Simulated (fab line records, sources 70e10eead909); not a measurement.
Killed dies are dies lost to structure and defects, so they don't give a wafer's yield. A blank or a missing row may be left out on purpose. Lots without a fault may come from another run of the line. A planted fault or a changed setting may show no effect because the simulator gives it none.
Chamber matching | flow nand_harc | NHARC_A_CHANNEL_FILL_D1_ETCHBACK_19 on rie_si-03: 4 sister chambers
The step etches the open film in HBr/Cl2, target depth 5 nm, time 1.7 s. 4 wafers are shown with their chamber, then 9 later ones without.

WAFERS WITH THEIR CHAMBER
wafer  | chamber | drypump_motor_current_A (A)
L086.5 | 1       | 5.6
L087.1 | 2       | 5.6
L087.4 | 3       | 5.2
L087.6 | 0       | 5.6

WAFERS WITHOUT THEIR CHAMBER
wafer  | drypump_motor_current_A (A)
L088.1 | 5.5
L088.2 | 5.6
L088.4 | 5.1
L091.1 | 5.7
L091.4 | 5.2
L091.6 | 5.5
L094.1 | 5.7
L094.4 | 5.5
L094.5 | 5.6

WHICH CHAMBER EACH WENT THROUGH
wafer  | from the rows above          | in truth
L088.1 | can't be placed: 0 or 1 or 2 | 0
L088.2 | can't be placed: 0 or 1 or 2 | 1
L088.4 | 3                            | 3
L091.1 | can't be placed: 0 or 1 or 2 | 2
L091.4 | 3                            | 3
L091.6 | can't be placed: 0 or 1 or 2 | 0
L094.1 | can't be placed: 0 or 1 or 2 | 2
L094.4 | can't be placed: 0 or 1 or 2 | 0
L094.5 | can't be placed: 0 or 1 or 2 | 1
Placed correctly: 2 of 9. Can't be placed from these rows: 7 (the true chamber is among the candidates in 7). Placed wrongly: 0.
How it was worked out, from the rows above alone: a wafer's distance from a chamber is the root of the sum, over the readings, of the square of ((its reading less the chamber's mean) divided by the reading's scatter). The wafer belongs to the nearest chamber; if the next one is less than 2 further off, it can't be placed. A chamber's mean is the mean of its shown wafers. The scatter: with one shown wafer a chamber, the root of the mean of the squares of how far each hidden wafer lies from its nearest shown one.
